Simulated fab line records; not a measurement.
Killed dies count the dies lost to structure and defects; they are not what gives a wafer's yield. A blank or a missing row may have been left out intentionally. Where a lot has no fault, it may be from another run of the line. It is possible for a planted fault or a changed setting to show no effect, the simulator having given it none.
What tool caused it? | flow n5 finfet | 30 wafers from 10 lots sampled at 6 of the route's 1938 steps

WHAT THE GAUGES SHOWED, per wafer
N5_BEOL_M0_SAQP_CD_MEAS_14: target cd 42.5 nm. Usual: 42.6 nm for cd nm, sd 0.32.
lot  | measured     | on        | cd nm (nm)     | flag
L581 | day 6 22:33  | cd sem-02 | 42.4 42.7 42.0 |
L582 | day 7 01:53  | cd sem-02 | 42.6 43.2 42.9 |
L584 | day 7 03:27  | cd sem-02 | 42.5 42.4 42.5 |
L585 | day 7 07:31  | cd sem-02 | 42.5 43.0 43.2 |
L587 | day 7 19:55  | cd sem-01 | 38.0 38.3 37.7 | OFF
L588 | day 8 04:53  | cd sem-03 | 38.9 39.2 39.1 | OFF
L589 | day 8 06:17  | cd sem-02 | 38.0 37.7 37.7 | OFF
L592 | day 9 08:18  | cd sem-01 | 42.2 42.1 42.8 |
L593 | day 9 13:25  | cd sem-01 | 42.4 42.2 41.7 |
L596 | day 10 01:27 | cd sem-02 | 42.3 42.1 42.5 |

N5_BEOL_M4_RC_MEAS_101. Usual: DIBL_N 35.8 mV/V, standard deviation 1.6; DIBL_P 36.0 mV/V, standard deviation 1.9; IOFF_N 0.151 nA/um, standard deviation 0.029; IOFF_P 0.21 nA/um, standard deviation 0.037; ION_N 673 uA/um, standard deviation 12; ION_P 463 uA/um, standard deviation 7.3; SS_N 71.5 mV/dec, standard deviation 0.58; SS_P 73.2 mV/dec, standard deviation 0.61; VT_N 251 mV, standard deviation 3.3; VT_P -250 mV, standard deviation 3.3.
lot  | measured     | on        | DIBL_N (mV/V)  | DIBL_P (mV/V)  | IOFF_N (nA/um)    | IOFF_P (nA/um) | ION_N (uA/um) | ION_P (uA/um) | SS_N (mV/dec)  | SS_P (mV/dec)  | VT_N (mV)   | VT_P (mV)      | flag
L581 | day 9 12:37  | prober-01 | 37.9 35.4 36.3 | 38.3 34.5 35.2 | 0.189 0.134 0.162 | 0.27 0.20 0.22 | 690 679 677   | 472 465 466   | 71.9 71.2 70.9 | 74.3 73.4 73.4 | 247 251 248 | -244 -248 -247 |
L582 | day 9 16:43  | prober-02 | 37.3 38.8 37.0 | 36.7 38.8 36.2 | 0.142 0.179 0.137 | 0.21 0.25 0.20 | 666 688 660   | 465 468 461   | 71.2 72.3 71.1 | 72.9 73.8 72.8 | 252 249 255 | -248 -248 -251 |
L584 | day 9 13:09  | prober-02 | 36.1 37.2 37.6 | 36.8 37.7 38.2 | 0.167 0.183 0.205 | 0.26 0.29 0.31 | 682 678 691   | 469 469 478   | 71.8 71.8 72.7 | 73.0 73.2 73.7 | 248 248 246 | -249 -244 -241 |
L585 | day 10 04:25 | prober-02 | 37.0 38.3 37.5 | 36.4 38.8 38.3 | 0.145 0.186 0.174 | 0.19 0.23 0.21 | 670 682 689   | 464 463 468   | 72.6 72.5 72.1 | 72.2 74.0 73.4 | 251 250 249 | -251 -250 -249 |
L587 | day 9 21:20  | prober-02 | 34.8 34.7 35.2 | 35.5 36.2 35.7 | 0.154 0.152 0.161 | 0.22 0.24 0.23 | 681 685 672   | 478 478 460   | 71.6 71.5 72.5 | 72.6 72.9 73.2 | 254 253 250 | -247 -244 -245 |
L588 | day 10 23:20 | prober-02 | 35.1 32.7 35.1 | 36.2 34.1 37.4 | 0.152 0.119 0.175 | 0.22 0.19 0.25 | 666 669 691   | 462 465 475   | 72.1 70.8 71.3 | 72.9 73.1 73.8 | 254 252 247 | -247 -248 -247 |
L589 | day 11 01:40 | prober-01 | 34.9 36.4 35.8 | 36.0 37.1 38.3 | 0.134 0.156 0.156 | 0.17 0.18 0.19 | 662 678 677   | 453 456 463   | 71.1 71.5 71.2 | 73.5 73.6 73.4 | 255 251 250 | -252 -258 -252 |
L592 | day 11 21:02 | prober-02 | 38.4 37.6 35.3 | 38.4 36.6 34.5 | 0.191 0.158 0.130 | 0.24 0.20 0.18 | 689 674 651   | 473 455 448   | 71.1 71.8 71.3 | 73.7 73.1 73.1 | 247 251 252 | -250 -252 -252 |
L593 | day 12 12:33 | prober-02 | 36.8 38.9 37.2 | 38.4 39.4 39.1 | 0.179 0.191 0.189 | 0.24 0.25 0.25 | 691 688 680   | 479 467 473   | 71.9 72.7 71.8 | 73.8 74.2 73.2 | 248 248 246 | -248 -246 -246 |
L596 | day 12 16:59 | prober-01 | 35.1 32.9 35.9 | 34.6 32.8 35.6 | 0.135 0.105 0.148 | 0.18 0.17 0.20 | 672 659 676   | 460 455 463   | 70.4 70.3 70.7 | 73.1 71.8 73.5 | 252 257 249 | -250 -251 -252 |

EACH LOT AND THE TOOL THAT RAN IT (in order: tool; ch and the chambers of the sampled wafers; start)
lot  | N5_MOL_CONTACT_COAG_STRIP_49        | N5_BEOL_M0_SAQP_ILD_DEP_01     | N5_BEOL_M0_SAQP_PEB_12            | N5_BEOL_M0_SAQP_SPACER1_ALD_98
L581 | plasma asher-02 ch 0,1, day 6 16:02 | pecvd-04 ch 1,2, day 6 20:19   | litho track-03 ch 0, day 6 22:29  | ald sin-01 ch 0,1, day 7 00:05
L582 | plasma asher-02 ch 0,1, day 6 17:32 | pecvd-02 ch 0,1,2, day 6 23:20 | litho track-02 ch 0, day 7 01:49  | ald sin-03 ch 0,1,2, day 7 02:52
L584 | plasma asher-02 ch 0,1, day 6 21:31 | pecvd-02 ch 0,2, day 7 02:20   | litho track-03 ch 0, day 7 03:23  | ald sin-01 ch 0,2,3, day 7 05:11
L585 | plasma asher-02 ch 0,1, day 7 00:32 | pecvd-04 ch 0,1, day 7 05:20   | litho track-02 ch 0, day 7 07:26  | ald sin-03 ch 0,1,3, day 7 08:35
L587 | plasma asher-01 ch 0,1, day 7 13:29 | pecvd-01 ch 0,2, day 7 17:47   | litho track-02 ch 0, day 7 19:51  | ald sin-01 ch 0,1,3, day 7 21:30
L588 | plasma asher-01 ch 0,1, day 7 19:58 | pecvd-04 ch 1,2, day 8 00:18   | litho track-02 ch 0, day 8 04:49  | ald sin-01 ch 0,1,2, day 8 06:02
L589 | plasma asher-01 ch 0,1, day 8 00:20 | pecvd-04 ch 1,2, day 8 04:40   | litho track-02 ch 0, day 8 06:13  | ald sin-01 ch 0,3, day 8 07:18
L592 | plasma asher-01 ch 0,1, day 9 02:47 | pecvd-01 ch 0,1, day 9 07:07   | litho track-05 ch 0, day 9 08:14  | ald sin-03 ch 0,1,3, day 9 10:08
L593 | plasma asher-01 ch 0,1, day 9 04:07 | pecvd-01 ch 0,1,2, day 9 10:07 | litho track-03 ch 0, day 9 13:21  | ald sin-03 ch 0,2, day 9 15:01
L596 | plasma asher-01 ch 0,1, day 9 18:46 | pecvd-04 ch 0,1, day 10 00:07  | litho track-03 ch 0, day 10 01:23 | ald sin-03 ch 0,1,3, day 10 02:41
- N5_MOL_CONTACT_COAG_STRIP_49: strips in N2/H2, time 30 s.
- N5_BEOL_M0_SAQP_ILD_DEP_01: deposits SiOC from DEMS/O2, target thk 45.419 nm, time 8.7 s.
- N5_BEOL_M0_SAQP_PEB_12: peb time 60 s.
- N5_BEOL_M0_SAQP_SPACER1_ALD_98: deposits SiO2, target thk 12.8 nm, pulse time 1 s, purge time 2 s.

AS READ BY THE TOOLS THEMSELVES (means over the sampled wafers that have a number; for cases with no such wafer, the mark the record gives instead)
N5_MOL_CONTACT_COAG_STRIP_49. Usual: drypump motor current A 5.81 A, standard deviation 0.25; heater power w 335 W, standard deviation 13.
lot  | tool            | drypump motor current A (A) | heater power w (W) | flag
L581 | plasma asher-02 | 5.77                        | 339                |
L582 | plasma asher-02 | 5.75                        | 335                |
L584 | plasma asher-02 | 5.57                        | 322                |
L585 | plasma asher-02 | 5.55                        | 328                |
L587 | plasma asher-01 | 5.94                        | 329                |
L588 | plasma asher-01 | 5.94                        | 336                |
L589 | plasma asher-01 | 5.88                        | 340                |
L592 | plasma asher-01 | 5.96                        | 337                |
L593 | plasma asher-01 | 5.95                        | 336                |
L596 | plasma asher-01 | 5.94                        | 337                |

N5_BEOL_M0_SAQP_ILD_DEP_01. Usual: heater power w 504 W, standard deviation 72; showerhead plenum p Torr 5.697 Torr, standard deviation 0.014; throttle valve pct 11.6 %, standard deviation 0.43.
lot  | tool     | heater power w (W) | showerhead plenum p Torr (Torr) | throttle valve pct (%) | flag
L581 | pecvd-04 | 465                | 5.686                           | 12.0                   |
L582 | pecvd-02 | 478                | 5.698                           | 11.4                   |
L584 | pecvd-02 | 487                | 5.694                           | 11.4                   |
L585 | pecvd-04 | 536                | 5.695                           | 11.9                   |
L587 | pecvd-01 | 477                | 5.716                           | 11.0                   |
L588 | pecvd-04 | 475                | 5.692                           | 11.9                   |
L589 | pecvd-04 | 456                | 5.696                           | 12.1                   |
L592 | pecvd-01 | 570                | 5.708                           | 11.7                   |
L593 | pecvd-01 | 530                | 5.708                           | 11.3                   |
L596 | pecvd-04 | 494                | 5.692                           | 11.6                   |

N5_BEOL_M0_SAQP_SPACER1_ALD_98. Usual: heater power w 476 W, standard deviation 33; precursor pulse height rel 0.997, standard deviation 0.021.
lot  | tool       | heater power w (W) | precursor pulse height rel | flag
L581 | ald sin-01 | 507                | 0.985                      |
L582 | ald sin-03 | 450                | 1.006                      |
L584 | ald sin-01 | 504                | 1.019                      |
L585 | ald sin-03 | 468                | 0.998                      |
L587 | ald sin-01 | 514                | 0.978                      |
L588 | ald sin-01 | 503                | 0.995                      |
L589 | ald sin-01 | 513                | 0.985                      |
L592 | ald sin-03 | 476                | 1.021                      |
L593 | ald sin-03 | 463                | 0.992                      |
L596 | ald sin-03 | 464                | 1.014                      |

THE ANSWER, worked out from the rows above alone
Rule: take the mean of a lot's wafers that have a number; if it is more than 3 standard deviations from the usual mean, the lot is off. A lot without any number at a reading at which 4 lots or more have one is off too. Any other lot the step has rows for is counted as sound. After the gauges, taken in route order, come the tools' own readings; for these a lot's mean is taken, as printed above. The first step at which some lot is off is used, and at that step the reading that is off furthest; a lot without a number counts as furthest.
Off: L587, L588, L589 (N5_BEOL_M0_SAQP_CD_MEAS_14, cd nm).
If a tool, at a process step before that reading, ran all the lots that are off and no sound lot after the first of them, it fits. Gauges at N5_BEOL_M0_SAQP_CD_MEAS_14: tried the same way as those tools. One fits: N5_BEOL_M0_SAQP_PEB_12 on litho track-02. Its last sound lot is L585 (day 7 07:26), its first lot that is off L587 (day 7 19:51): a fault that began between those two fits.

WHAT WAS PUT IN BY THE SIMULATOR
Process parameters drifting: litho track-02 at N5_BEOL_M0_SAQP_PEB_12, beginning at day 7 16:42. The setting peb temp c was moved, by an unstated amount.
Lots struck among those shown: L587, L588, L589. The rule above found the same.
